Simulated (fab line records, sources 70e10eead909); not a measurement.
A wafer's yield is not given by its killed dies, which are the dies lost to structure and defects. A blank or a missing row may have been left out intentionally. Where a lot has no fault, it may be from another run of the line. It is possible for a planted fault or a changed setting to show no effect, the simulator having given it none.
Chamber matching || flow nand_harc || NHARC_A_STAIRCASE_DESCUM_291 on rie_diel-10: 4 sister chambers
The step chemistry O2, time 3 s. 18 wafers are shown with their chamber, then 9 later ones without.

== WAFERS, EACH WITH ITS CHAMBER ==
{"wafer": "L075.1", "chamber": 3, "showerhead_plenum_p_Torr (Torr)": 1.78, "drypump_motor_current_A (A)": 6.2, "rf_vpp_V (V)": 57.2}
{"wafer": "L075.2", "chamber": 0, "showerhead_plenum_p_Torr (Torr)": 1.92, "drypump_motor_current_A (A)": 5.4, "rf_vpp_V (V)": 57.6}
{"wafer": "L075.4", "chamber": 1, "showerhead_plenum_p_Torr (Torr)": 1.97, "drypump_motor_current_A (A)": 5.1, "rf_vpp_V (V)": 56.9}
{"wafer": "L081.2", "chamber": 3, "showerhead_plenum_p_Torr (Torr)": 1.78, "drypump_motor_current_A (A)": 6.2, "rf_vpp_V (V)": 58.1}
{"wafer": "L081.3", "chamber": 0, "showerhead_plenum_p_Torr (Torr)": 1.92, "drypump_motor_current_A (A)": 5.4, "rf_vpp_V (V)": 58.5}
{"wafer": "L081.5", "chamber": 2, "showerhead_plenum_p_Torr (Torr)": 1.87, "drypump_motor_current_A (A)": 5.2, "rf_vpp_V (V)": 57.7}
{"wafer": "L084.2", "chamber": 0, "showerhead_plenum_p_Torr (Torr)": 1.92, "drypump_motor_current_A (A)": 5.3, "rf_vpp_V (V)": 59.7}
{"wafer": "L084.4", "chamber": 3, "showerhead_plenum_p_Torr (Torr)": 1.78, "drypump_motor_current_A (A)": 6.2, "rf_vpp_V (V)": 55.7}
{"wafer": "L084.6", "chamber": 3, "showerhead_plenum_p_Torr (Torr)": 1.78, "drypump_motor_current_A (A)": 6.2, "rf_vpp_V (V)": 56.9}
{"wafer": "L085.4", "chamber": 0, "showerhead_plenum_p_Torr (Torr)": 1.91, "drypump_motor_current_A (A)": 5.3, "rf_vpp_V (V)": 58.3}
{"wafer": "L085.5", "chamber": 1, "showerhead_plenum_p_Torr (Torr)": 1.97, "drypump_motor_current_A (A)": 5.1, "rf_vpp_V (V)": 58.2}
{"wafer": "L085.6", "chamber": 3, "showerhead_plenum_p_Torr (Torr)": 1.78, "drypump_motor_current_A (A)": 6.1, "rf_vpp_V (V)": 56.1}
{"wafer": "L086.2", "chamber": 3, "showerhead_plenum_p_Torr (Torr)": 1.78, "drypump_motor_current_A (A)": 6.2, "rf_vpp_V (V)": 57.0}
{"wafer": "L086.4", "chamber": 0, "showerhead_plenum_p_Torr (Torr)": 1.91, "drypump_motor_current_A (A)": 5.3, "rf_vpp_V (V)": 56.7}
{"wafer": "L086.6", "chamber": 2, "showerhead_plenum_p_Torr (Torr)": 1.87, "drypump_motor_current_A (A)": 5.2, "rf_vpp_V (V)": 57.8}
{"wafer": "L089.1", "chamber": 1, "showerhead_plenum_p_Torr (Torr)": 1.97, "drypump_motor_current_A (A)": 5.1, "rf_vpp_V (V)": 57.7}
{"wafer": "L089.4", "chamber": 2, "showerhead_plenum_p_Torr (Torr)": 1.86, "drypump_motor_current_A (A)": 5.3, "rf_vpp_V (V)": 57.6}
{"wafer": "L089.5", "chamber": 3, "showerhead_plenum_p_Torr (Torr)": 1.78, "drypump_motor_current_A (A)": 6.2, "rf_vpp_V (V)": 56.6}

SIGNATURES, as means of the wafers listed above
{"reading": "showerhead_plenum_p_Torr", "chamber 0": 1.9160, "chamber 1": 1.9700, "chamber 2": 1.8667, "chamber 3": 1.7800, "scatter within a chamber": 0.00365}
{"reading": "drypump_motor_current_A", "chamber 0": 5.340, "chamber 1": 5.100, "chamber 2": 5.233, "chamber 3": 6.186, "scatter within a chamber": 0.0441}
{"reading": "rf_vpp_V", "chamber 0": 58.160, "chamber 1": 57.600, "chamber 2": 57.700, "chamber 3": 56.800, "scatter within a chamber": 0.823}
Rule: for each reading, subtract the chamber's mean from the wafer's reading, divide by that reading's scatter and square the result; add these up over the readings and take the root, which gives the wafer's distance from the chamber. If the next closest chamber is less than 2 further off than the closest, the wafer can't be placed; otherwise it belongs to the closest. The scatter is the square root of a quotient: the sum, over the shown wafers, of each reading's squared deviation from its chamber's mean, divided by wafers minus chambers.

== WAFERS WITH NO CHAMBER GIVEN ==
{"wafer": "L088.1", "showerhead_plenum_p_Torr (Torr)": 1.78, "drypump_motor_current_A (A)": 6.2, "rf_vpp_V (V)": 56.4}
{"wafer": "L088.5", "showerhead_plenum_p_Torr (Torr)": 1.91, "drypump_motor_current_A (A)": 5.4, "rf_vpp_V (V)": 57.9}
{"wafer": "L088.6", "showerhead_plenum_p_Torr (Torr)": 1.77, "drypump_motor_current_A (A)": 6.2, "rf_vpp_V (V)": 55.7}
{"wafer": "L090.3", "showerhead_plenum_p_Torr (Torr)": 1.91, "drypump_motor_current_A (A)": 5.3, "rf_vpp_V (V)": 58.6}
{"wafer": "L090.4", "showerhead_plenum_p_Torr (Torr)": 1.77, "drypump_motor_current_A (A)": 6.2, "rf_vpp_V (V)": 57.9}
{"wafer": "L090.6", "showerhead_plenum_p_Torr (Torr)": 1.91, "drypump_motor_current_A (A)": 5.3, "rf_vpp_V (V)": 56.2}
{"wafer": "L094.1", "showerhead_plenum_p_Torr (Torr)": 1.96, "drypump_motor_current_A (A)": 5.1, "rf_vpp_V (V)": 57.5}
{"wafer": "L094.4", "showerhead_plenum_p_Torr (Torr)": 2.08, "drypump_motor_current_A (A)": 6.2, "rf_vpp_V (V)": 59.1}
{"wafer": "L094.6", "showerhead_plenum_p_Torr (Torr)": 1.96, "drypump_motor_current_A (A)": 5.1, "rf_vpp_V (V)": 58.7}

== EACH ONE'S CHAMBER ==
{"wafer": "L088.1", "from the rows above": 3, "in truth": 3}
{"wafer": "L088.5", "from the rows above": 0, "in truth": 0}
{"wafer": "L088.6", "from the rows above": 3, "in truth": 3}
{"wafer": "L090.3", "from the rows above": 0, "in truth": 0}
{"wafer": "L090.4", "from the rows above": 3, "in truth": 3}
{"wafer": "L090.6", "from the rows above": 0, "in truth": 0}
{"wafer": "L094.1", "from the rows above": 1, "in truth": 1}
{"wafer": "L094.4", "from the rows above": 1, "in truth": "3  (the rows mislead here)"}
{"wafer": "L094.6", "from the rows above": 1, "in truth": 1}
Placed correctly: 8 of 9. Number that these rows cannot place: 0. 1 placed wrongly.
